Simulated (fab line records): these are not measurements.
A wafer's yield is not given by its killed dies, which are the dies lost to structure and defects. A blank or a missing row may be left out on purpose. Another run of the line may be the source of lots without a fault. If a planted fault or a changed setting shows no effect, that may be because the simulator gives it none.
Matching of chambers ; flow n5Finfet ; aldMetal-01 running N5_BEOL_M2_ALD_84: 4 sister chambers
The step deposits TaN, pulse time 2 s, purge time 3 s, co reactant purge time 2 s. 16 wafers are shown with their chamber, then 8 later ones without.

WAFERS WITH THEIR CHAMBER
wafer;chamber;heaterPowerW (W)
L075.3;0;388
L075.4;2;416
L075.6;0;388
L078.1;3;403
L078.2;1;404
L078.6;3;398
L082.1;1;395
L082.3;2;407
L082.4;0;401
L086.2;3;405
L086.4;2;416
L086.6;1;411
L088.1;3;399
L088.5;2;414
L088.6;1;410
L089.3;2;427

SIGNATURES (means of the wafers above)
reading;chamber 0;chamber 1;chamber 2;chamber 3;scatter within a chamber
heaterPowerW;392.33;405.00;416.00;401.25;6.54
Rule: a wafer's distance from a chamber is the root of the sum, over the readings, of the square of ((its reading less the chamber's mean) divided by the reading's scatter). The wafer belongs to the nearest chamber; if the next one is less than 2 further off, it can't be placed. The scatter is the square root of a quotient: the sum, over the shown wafers, of each reading's squared deviation from its chamber's mean, divided by wafers minus chambers.

WAFERS WHOSE CHAMBER IS MISSING
wafer;heaterPowerW (W)
L089.4;382
L089.6;389
L091.1;423
L091.2;408
L091.6;385
L095.4;407
L095.5;420
L095.6;408

WHICH CHAMBER EACH WENT THROUGH
wafer;from the rows above;in truth
L089.4;can't be placed: 0 or 3 or 1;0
L089.6;can't be placed: 0 or 3 or 1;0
L091.1;can't be placed: 2 or 1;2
L091.2;can't be placed: 1 or 3 or 2 or 0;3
L091.6;can't be placed: 0 or 3 or 1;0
L095.4;can't be placed: 1 or 3 or 2 or 0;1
L095.5;can't be placed: 2 or 1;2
L095.6;can't be placed: 1 or 3 or 2 or 0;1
0 of 8 placed correctly. Cannot be placed on the basis of these rows: 8; the candidates contain the true chamber in 8. Number placed wrongly: 0.
